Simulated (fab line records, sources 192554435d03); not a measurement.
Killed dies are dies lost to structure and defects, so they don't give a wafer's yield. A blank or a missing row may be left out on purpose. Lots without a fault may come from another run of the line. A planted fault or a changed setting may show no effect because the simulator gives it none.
fab line records | flow n5_finfet
record lots=10 wafers=29 last_day=17
route steps=1938 shown MOL_CONTACT_COAG@589 BEOL_M4@1111 PASSIVATION@1936
lots that met no fault: from a run of the same line without faults
start_h: hours from the record's first day to the start of the lot's first wafer shown | wait_h: hours since the lot's step before | " the same as in the row above | L1.1+2: a row that stands for several wafers | - no value, or no start given | * or withheld: withheld | < > ~ a bound
route shown NAME@n: a module of which the file shows steps, and the number in the route of the first | usual: mean/standard deviation of fault-free wafers | same: alike in all rows | chamber/n: place in a boat | sites: the reading at each site | _std_site: their standard deviation | _edge_site: outer sites' mean less inner sites' | radius_mm: how far each site lies from the wafer's centre | mask NAME#n: copy n | behind: the tool/chamber that last shaped the wafer | hold: why the lot was held/for how many hours/how that ended | device: the transistor (n, p or np) that didn't switch | end of line: the same wafers' tests at the end of the route | a step without rows: its recipe alone | killed: dies lost to structure and defects at the first sort, not the wafer's yield | map: a wafer's dies, x killed, . not, _ none there
set.NAME: the setting as run; set.NAME@STEP: as run at that earlier step | model.NAME: the simulator's own value behind a step, which no gauge read
steps of the route over a sample of lots; a table a step, a row a wafer
services: from which hour (start_h, from the record's first day; less than 0 if before it) a tool's chamber was out of use, for how many hours, and why
## steps
# step N5_MOL_CONTACT_COAG_STRIP_119
# recipe chemistry=N2/H2 time_s=30 power_w=1000 temp_c=250 pressure_mtorr=withheld n2_flow_sccm=1750 h2_flow_sccm=3250
# usual drypump_motor_current_A=5.5/0.49 heater_power_w=308/10
# same time_s=30
# columns lot.wafer tool chamber start_h wait_h drypump_motor_current_A heater_power_w rf_hours_counter_h
L990.2 plasma_asher-02 0 112.51 0.1 6.4 308 94
L990.3 " 0 " " 6.4 295 -
L990.4 " 1 " " 5.5 300 -
L994.2 plasma_asher-02 0 131.26 0.1 6.4 305 98
L994.3 " 0 " " 6.4 296 -
L994.5 " 0 " " 6.4 304 -
L995.1 plasma_asher-02 1 140.35 0.1 5.5 290 99
L995.5 " 1 " " 5.5 302 -
L995.6 " 0 " " 6.3 305 -
L996.2 plasma_asher-01 1 144.33 0.1 5.6 309 53
L996.3 " 1 " " 5.5 304 -
L996.5 " 1 " " 5.6 310 -
L105.3 plasma_asher-01 0 197.05 0.1 5.0 323 -
L105.5 " 0 " " 5.0 316 -
L105.6 " 1 " " 5.6 305 -
L106.1 plasma_asher-02 0 204.18 0.1 6.4 300 115
L106.4 " 1 " " 5.4 307 -
L106.5 " 0 " " 6.4 302 -
L107.1 plasma_asher-01 1 209.49 0.1 5.5 302 64
L107.3 " 1 " " 5.6 301 -
L107.6 " 1 " " 5.6 311 -
L110.1 plasma_asher-01 1 224.52 0.1 5.6 308 68
L110.5 " 1 " " 5.5 308 -
L111.1 plasma_asher-01 1 231.58 0.1 5.6 308 69
L111.2 " 0 " " 5.0 316 69
L111.6 " 0 " " 5.0 317 -
L112.1 plasma_asher-01 0 236.13 0.1 5.0 320 70
L112.3 " 1 " " 5.6 308 -
L112.5 " 1 " " 5.6 299 -
# step N5_MOL_CONTACT_COAG_ETCH_66
# recipe chemistry=CF4 target=SiARC target_depth_a=130 mask_material=CAR-EUV time_s=21.7 ion_energy_ev=80 pressure_mtorr=40 source_w=545 bias_w=36 Ar_flow_sccm=100 cf4_flow_sccm=100 ends=cleared
# usual bias_w=36.01/0.1 cf4_flow_sccm=99.98/0.28 drypump_motor_current_A=5.6/0.5 etch_rf_on_time_s=21.6/0.35 oes_product_au=0.70/0.063 rf_vpp_V=184.4/1.4 showerhead_plenum_p_Torr=2.16/0.08 throttle_valve_pct=15.59/0.18
# columns lot.wafer tool chamber start_h wait_h bias_w cf4_flow_sccm drypump_motor_current_A etch_rf_on_time_s oes_product_au rf_hours_counter_h rf_vpp_V showerhead_plenum_p_Torr throttle_valve_pct
L990.2 rie_diel-01 0 113.55 0.0 36.08 99.91 6.1 21.1 0.64 198 183.0 2.05 15.86
L990.3 " 1 " " 35.97 100.20 5.3 21.7 0.61 188 183.3 2.14 15.78
L990.4 " 2 " " 35.80 99.83 6.3 21.5 0.61 232 184.0 2.11 15.81
L994.2 rie_diel-01 1 132.79 0.0 35.90 100.10 5.4 21.8 0.61 198 184.2 2.13 15.78
L994.3 " 3 " " 35.99 100.45 5.7 22.1 0.76 19 183.6 2.09 15.51
L994.5 " 2 " " 36.08 100.13 6.4 21.4 0.61 - 185.0 2.11 15.84
L995.1 rie_diel-02 1 140.99 0.0 35.91 100.00 5.6 21.3 0.74 50 184.7 2.18 15.35
L995.5 " 0 " " 36.02 99.86 5.8 21.5 0.75 - 184.5 2.19 15.25
L995.6 " 1 " " 35.78 99.80 5.6 21.1 0.74 - 184.4 2.18 15.34
L996.2 rie_diel-02 3 146.10 0.0 36.06 99.86 4.8 21.7 0.72 61 182.3 2.08 15.67
L996.3 " 2 " " 36.22 99.95 5.7 21.4 0.71 70 186.0 2.24 15.37
L996.5 " 3 " " 35.98 99.91 4.8 21.9 0.72 - 183.8 2.08 15.66
L105.3 rie_diel-06 3 197.68 0.0 35.92 99.69 5.1 21.1 0.74 60 186.1 2.24 15.48
L105.5 " 2 " " 36.06 99.79 5.4 21.1 0.75 - 185.7 2.26 15.58
L105.6 " 3 " " 35.89 99.39 5.1 21.2 0.73 - 185.8 2.24 15.47
L106.1 rie_diel-06 3 204.95 0.0 35.97 100.49 5.2 21.5 0.73 61 186.8 2.24 15.46
L106.4 " 1 " " 35.98 99.81 6.7 22.1 0.67 118 183.2 2.06 15.66
L106.5 " 1 " " 36.07 99.82 6.7 22.2 0.67 - 184.5 2.06 15.68
L107.1 rie_diel-06 0 210.41 0.0 36.09 99.90 5.3 21.4 0.75 30 186.3 2.26 15.48
L107.3 " 1 " " 36.08 99.57 6.7 21.7 0.67 119 183.1 2.06 15.66
L107.6 " 3 " " 35.98 100.09 5.1 21.1 0.74 - 184.6 2.24 15.48
L110.1 rie_diel-01 0 225.37 0.0 36.10 100.03 6.1 21.2 0.61 246 181.7 2.04 15.97
L110.5 " 1 " " 36.04 100.27 5.3 22.0 0.58 - 184.6 2.12 15.85
L111.1 rie_diel-06 1 232.50 0.0 35.93 99.92 6.7 22.2 0.65 127 182.4 2.06 15.68
L111.2 " 2 " " 36.10 99.96 5.4 21.6 0.73 53 185.7 2.25 15.60
L111.6 " 3 " " 36.07 99.30 5.1 21.4 0.72 - 186.8 2.24 15.49
L112.1 rie_diel-01 1 236.78 0.0 35.99 99.83 5.3 21.7 0.59 238 183.9 2.12 15.87
L112.3 " 3 " " 36.10 99.72 5.7 22.0 0.69 60 183.0 2.08 15.58
L112.5 " 3 " " 36.12 99.75 5.7 22.1 0.69 - 182.8 2.08 15.59
# step N5_MOL_CONTACT_COAG_ETCH_124
# recipe chemistry=CH3F/O2 target=SiNx target_depth_a=65 mask_material=SOC stop_on=SiOC over_etch_frac=0.3 ion_energy_ev=120 pressure_mtorr=30 source_w=395 bias_w=73 Ar_flow_sccm=150 CH3F_flow_sccm=30 O2_flow_sccm=20 ends=end_point
# usual CH3F_flow_sccm=30.00/0.083 O2_flow_sccm=20.00/0.068 drypump_motor_current_A=5.7/0.47 oes_product_au=0.69/0.063 rf_vpp_V=296.1/2.7 showerhead_plenum_p_Torr=1.99/0.071 throttle_valve_pct=16.29/0.19
# columns lot.wafer tool chamber start_h wait_h CH3F_flow_sccm O2_flow_sccm drypump_motor_current_A oes_product_au rf_hours_counter_h rf_vpp_V showerhead_plenum_p_Torr throttle_valve_pct
L990.2 rie_diel-02 2 114.09 0.0 30.01 19.94 5.7 0.72 55 293.0 2.11 16.12
L990.3 " 1 " " 29.99 19.99 5.6 0.75 37 295.3 2.02 15.94
L990.4 " 0 " " 30.06 20.04 5.8 0.77 17 293.5 2.05 15.98
L994.2 rie_diel-02 1 133.30 0.0 29.93 20.00 5.6 0.73 47 297.0 2.02 15.96
L994.3 " 2 " " 29.94 20.04 5.7 0.71 65 292.4 2.11 16.11
L994.5 " 2 " " 30.06 20.01 5.8 0.70 - 293.0 2.11 16.11
L995.1 rie_diel-01 2 141.43 0.0 30.05 20.11 6.3 0.60 245 294.7 1.96 16.49
L995.5 " 3 " " 29.97 20.04 5.7 0.76 - 296.9 1.95 16.23
L995.6 " 2 " " 29.89 19.98 6.3 0.60 - 294.8 1.96 16.48
L996.2 rie_diel-02 2 146.54 0.0 30.04 20.01 5.7 0.71 70 292.2 2.11 16.13
L996.3 " 1 " " 30.08 20.04 5.6 0.72 51 295.7 2.02 15.97
L996.5 " 3 " " 30.17 20.07 4.8 0.72 - 296.1 1.94 16.34
L105.3 rie_diel-02 0 198.12 0.0 - - - - - - - -
L105.5 " 3 " " - - - - - - - -
L105.6 " 2 " " - - - - - - - -
L106.1 rie_diel-06 3 205.43 0.0 - - - - - - - -
L106.4 " 0 " " - - - - - - - -
L106.5 " 0 " " - - - - - - - -
L107.1 rie_diel-06 2 210.91 0.0 - - - - - - - -
L107.3 " 0 " " - - - - - - - -
L107.6 " 1 " " - - - - - - - -
L110.1 rie_diel-02 0 225.83 0.0 30.07 20.03 5.8 0.71 60 294.8 2.04 16.07
L110.5 " 3 " " 29.98 19.98 4.8 0.69 - 296.7 1.93 16.36
L111.1 rie_diel-01 3 232.95 0.0 30.06 19.95 5.7 0.71 60 299.2 1.94 16.30
L111.2 " 0 " " 30.10 19.97 6.1 0.60 248 292.8 1.89 16.64
L111.6 " 1 " " 30.10 20.02 5.3 0.58 - 294.9 1.97 16.51
L112.1 rie_diel-01 2 237.64 0.0 29.96 19.89 6.4 0.76 19 296.1 1.95 16.08
L112.3 " 3 " " 29.97 19.97 5.7 0.70 61 298.2 1.94 16.31
L112.5 " 2 " " 29.99 20.01 6.4 0.77 - 295.3 1.95 16.08
# step N5_MOL_CONTACT_COAG_CD_MEAS_101
# recipe target_cd_nm=16
# usual cd_nm=16.1/0.36
# columns lot.wafer tool chamber start_h wait_h cd_nm
L990.2 cd_sem-02 - 114.41 0.0 15.8
L990.3 " - " " 16.3
L990.4 " - " " 16.3
L994.2 cd_sem-02 - 133.62 0.0 16.3
L994.3 " - " " 15.7
L994.5 " - " " 15.5
L995.1 cd_sem-02 - 141.75 0.0 16.2
L995.5 " - " " 16.5
L995.6 " - " " 15.9
L996.2 cd_sem-01 - 146.87 0.0 15.8
L996.3 " - " " 16.4
L996.5 " - " " 15.5
L105.3 cd_sem-01 - 198.45 0.0 16.3
L105.5 " - " " 16.1
L105.6 " - " " 15.8
L106.1 cd_sem-02 - 205.75 0.0 16.1
L106.4 " - " " 16.2
L106.5 " - " " 15.7
L107.1 cd_sem-03 - 211.51 0.0 16.1
L107.3 " - " " 15.7
L107.6 " - " " 16.4
L110.1 cd_sem-02 - 226.15 0.0 15.6
L110.5 " - " " 16.2
L111.1 cd_sem-03 - 233.27 0.0 15.9
L111.2 " - " " 16.2
L111.6 " - " " 15.4
L112.1 cd_sem-02 - 237.96 0.0 16.5
L112.3 " - " " 16.2
L112.5 " - " " 15.9
# step N5_BEOL_M4_RC_MEAS_101
# usual DIBL_N=36.1/1.5 DIBL_P=36.1/1.9 IOFF_N=0.159/0.029 IOFF_P=0.21/0.038 ION_N=675/11 ION_P=464/8.1 SS_N=71.5/0.57 SS_P=73.3/0.64 VT_N=249/3.1 VT_P=-250/3.8
# columns lot.wafer tool chamber start_h wait_h DIBL_N[mV/V] DIBL_P[mV/V] IOFF_N[nA/um] IOFF_P[nA/um] ION_N[uA/um] ION_P[uA/um] SS_N[mV/dec] SS_P[mV/dec] VT_N[mV] VT_P[mV]
L990.2 prober-01 0 174.34 0.2 36.9 35.9 0.156 0.20 667 456 71.5 72.8 250 -250
L990.3 " 0 " " 36.2 35.2 0.148 0.19 675 457 71.4 73.0 251 -252
L990.4 " 0 " " 36.3 34.8 0.152 0.18 658 453 71.5 72.6 253 -252
L994.2 prober-01 0 194.65 0.2 34.6 34.2 0.129 0.18 665 463 71.2 72.7 252 -254
L994.3 " 0 " " 37.2 38.0 0.189 0.25 684 471 72.2 74.2 248 -248
L994.5 " 0 " " 35.8 36.5 0.154 0.22 676 469 71.4 73.1 248 -250
L995.1 prober-02 0 199.70 0.0 38.1 37.4 0.169 0.23 670 461 72.0 73.6 250 -250
L995.5 " 0 " " 36.5 35.2 0.151 0.20 679 469 71.3 73.0 249 -250
L995.6 " 0 " " 37.6 35.9 0.170 0.20 669 458 71.9 73.2 247 -251
L996.2 prober-01 0 201.29 0.2 41.1 40.4 0.279 0.29 694 470 72.1 74.6 245 -248
L996.3 " 0 " " 36.9 36.6 0.175 0.21 679 460 71.8 73.2 249 -252
L996.5 " 0 " " 38.0 37.7 0.186 0.23 684 465 72.0 74.4 247 -251
L110.1 prober-02 0 300.63 0.0 35.6 36.6 0.159 0.20 674 456 71.3 72.6 247 -252
L110.5 " 0 " " 34.5 34.6 0.131 0.17 664 456 71.1 73.1 252 -255
L111.1 prober-02 0 306.03 0.0 37.1 37.1 0.173 0.30 677 479 71.4 73.3 246 -241
L111.2 " 0 " " 37.5 37.7 0.192 0.32 689 481 72.1 73.7 247 -242
L111.6 " 0 " " 37.6 37.6 0.198 0.31 686 473 72.0 74.3 245 -244
L112.1 prober-01 0 321.45 0.0 36.2 36.8 0.181 0.23 684 469 71.1 73.3 247 -247
L112.3 " 0 " " 36.6 36.4 0.180 0.23 680 468 70.9 72.5 246 -248
L112.5 " 0 " " 34.8 36.0 0.168 0.23 686 473 71.5 73.6 244 -247
# step N5_PASSIVATION_PROBE_49
# usual defect_limited_yield=91.5/1.6 killed_at_M0_to_M3=33/10 killed_at_M4_up=13/5.6 killed_at_contacts=13/6 killed_at_front_end=39/12 killed_at_other=3.0/2.8 killed_dies=101/19 killed_on_rim=13/4 killed_open=65/13 killed_short=32/8.3 sort_bin_4_leakage=0.00/0.0072 sort_bin_5_function=5.0/1 sort_bin_6_memory=3.1/0.69 sort_n_pass=1079/19 sort_yield_pct=91.5/1.6
# same gross_dies=1180 killed_at_back_side=0 sort_bin_8_speed[%]=0
# columns lot.wafer tool chamber start_h wait_h defect_limited_yield[%] killed_at_M0_to_M3 killed_at_M4_up killed_at_contacts killed_at_front_end killed_at_other killed_dies killed_on_rim killed_open killed_short sort_bin_4_leakage[%] sort_bin_5_function[%] sort_bin_6_memory[%] sort_n_pass sort_yield_pct[%]
L105.3 prober-02 - 363.93 0.1 0 30 10 1096 42 2 1180 152 67 23 0 96.4 3.2 0 0
L105.5 prober-02 - 364.03 0.2 0 28 5 1109 37 1 1180 152 65 24 0 97.1 2.7 0 0
L105.6 prober-02 - 364.08 0.3 0 36 10 1071 60 3 1180 152 79 47 0 96.3 3.5 0 0
L107.1 prober-01 - 376.89 0.0 0 35 5 1117 23 0 1180 152 50 14 0 97.5 2.3 0 0
L107.3 prober-01 - 376.99 0.1 0 18 9 1126 26 1 1180 152 51 19 0 97.8 2.0 0 0
L107.6 prober-01 - 377.14 0.3 0 26 8 1121 22 3 1180 152 38 23 0 98.0 1.9 0 0
L106.1 prober-02 - 389.49 0.0 0 15 10 1134 21 0 1180 152 42 15 0 98.3 1.6 0 0
L106.4 prober-02 - 389.64 0.2 0 28 13 1111 27 1 1180 152 53 24 0 96.9 3.0 0 0
L106.5 prober-02 - 389.69 0.2 0 13 5 1131 29 2 1180 152 47 21 0 97.1 2.8 0 0
# killed by level:class
L105.3 MOL_CONTACT_COAG:area_etch=1090 DUMMY_GATE:geometric_particle:open=13 FIN_SAQP:geometric_particle:open=8 STI_FIN_REVEAL:geometric_particle:open=7 BEOL_M0_SAQP:geometric_particle:open=7 BEOL_M3:geometric_particle:open=6 BEOL_M2:geometric_particle:open=5 MOL_CONTACT_COAG:geometric_particle:open=5
L105.5 MOL_CONTACT_COAG:area_etch=1091 MOL_CONTACT_COAG:geometric_particle:open=15 BEOL_M2:geometric_particle:open=9 DUMMY_GATE:geometric_particle:open=6 FIN_SAQP:geometric_particle:short=5 BEOL_M3:geometric_particle:open=5 BEOL_M1:geometric_particle:short=5 FIN_SAQP:geometric_particle:open=4
L105.6 MOL_CONTACT_COAG:area_etch=1054 FIN_SAQP:geometric_particle:open=14 MOL_CONTACT_COAG:geometric_particle:open=13 STI_FIN_REVEAL:geometric_particle:open=12 BEOL_M1:geometric_particle:short=9 DUMMY_GATE:geometric_particle:open=7 BEOL_M0_SAQP:geometric_particle:short=7 FIN_SAQP:geometric_particle:short=6
L107.1 MOL_CONTACT_COAG:area_etch=1116 BEOL_M2:geometric_particle:open=12 BEOL_M0_SAQP:geometric_particle:open=9 BEOL_M0_SAQP:geometric_particle:short=5 BEOL_M1:geometric_particle:open=5 STI_FIN_REVEAL:geometric_particle:open=4 DUMMY_GATE:geometric_particle:open=4 GATE_CUT:geometric_particle:short=4
L107.3 MOL_CONTACT_COAG:area_etch=1109 MOL_CONTACT_COAG:geometric_particle:open=14 BEOL_M2:geometric_particle:open=7 BEOL_M3:geometric_particle:open=5 BEOL_M4:geometric_particle:open=5 DUMMY_GATE:geometric_particle:open=4 BEOL_M0_SAQP:geometric_particle:open=4 FIN_SAQP:geometric_particle:open=3
L107.6 MOL_CONTACT_COAG:area_etch=1119 BEOL_M2:geometric_particle:open=8 BEOL_M3:geometric_particle:open=7 STI_FIN_REVEAL:geometric_particle:open=4 BEOL_M3:geometric_particle:short=4 FIN_SAQP:geometric_particle:short=3 BEOL_M4:geometric_particle:open=3 FIN_SAQP:geometric_particle:open=2
L106.1 MOL_CONTACT_COAG:area_etch=1120 MOL_CONTACT_COAG:geometric_particle:open=13 STI_FIN_REVEAL:geometric_particle:open=7 BEOL_M3:geometric_particle:open=6 STARTING-WAFER:geometric_particle:open=4 GATE_CUT:geometric_particle:open=3 GATE_CUT:geometric_particle:short=2 BEOL_M0_SAQP:geometric_particle:short=2
L106.4 MOL_CONTACT_COAG:area_etch=1103 STI_FIN_REVEAL:geometric_particle:open=10 BEOL_M3:geometric_particle:open=8 BEOL_M1:geometric_particle:open=6 MOL_CONTACT_COAG:geometric_particle:open=5 BEOL_M8:geometric_particle:open=4 GATE_CUT:geometric_particle:short=3 MOL_CONTACT_COAG:geometric_particle:short=3
L106.5 MOL_CONTACT_COAG:area_etch=1112 MOL_CONTACT_COAG:geometric_particle:open=16 BEOL_M3:geometric_particle:open=8 STARTING-WAFER:geometric_particle:short=6 STI_FIN_REVEAL:geometric_particle:open=5 DUMMY_GATE:geometric_particle:open=3 SPACER0:geometric_particle:short=3 MOL_CONTACT_COAG:geometric_particle:short=3
## services
# columns tool chamber start_h hours kind
rie_diel-02 2 92.12 3.4 repair
rie_diel-06 - 104.51 28.1 pm
plasma_asher-02 - 134.73 1.1 repair
rie_diel-02 0 145.20 4.2 repair
rie_diel-01 2 155.86 - clean
rie_diel-01 2 155.86 - consumable_replace:focus_ring
rie_diel-01 2 155.86 24.8 scheduled_down
rie_diel-01 2 155.86 24.8 vent_cycle
rie_diel-06 3 219.51 1.4 repair
## key
first_sign step=N5_MOL_CONTACT_COAG_ETCH_124 reading=tool_record direction=missing
effect step=N5_PASSIVATION_PROBE_49 reading=killed_at_contacts direction=up sigmas=99+ usual=13 struck=1113
more_kills_born_at N5_MOL_CONTACT_COAG_ETCH_124@rie_diel-06=6679 N5_MOL_CONTACT_COAG_ETCH_124@rie_diel-02=3235
met_at N5_MOL_CONTACT_COAG_ETCH_124
struck_lots L105,L106,L107
later_rows_left_out L105.3,L105.5,L105.6,L106.1,L106.4,L106.5,L107.1,L107.3,L107.6
not_acting_at N5_MOL_CONTACT_COAG_STRIP_119,N5_MOL_CONTACT_COAG_ETCH_66,N5_MOL_CONTACT_COAG_CD_MEAS_101
onset_between 146.54 198.12
fault kind=skipped_step_whole tool=rie_diel-02,rie_diel-06 chamber=- onset_h=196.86 steps=N5_MOL_CONTACT_COAG_ETCH_124 scope=struck_lots_only
# later_rows_left_out: the simulator's readings of these wafers behind a module that went badly wrong aren't trusted and aren't shown, but for the sort
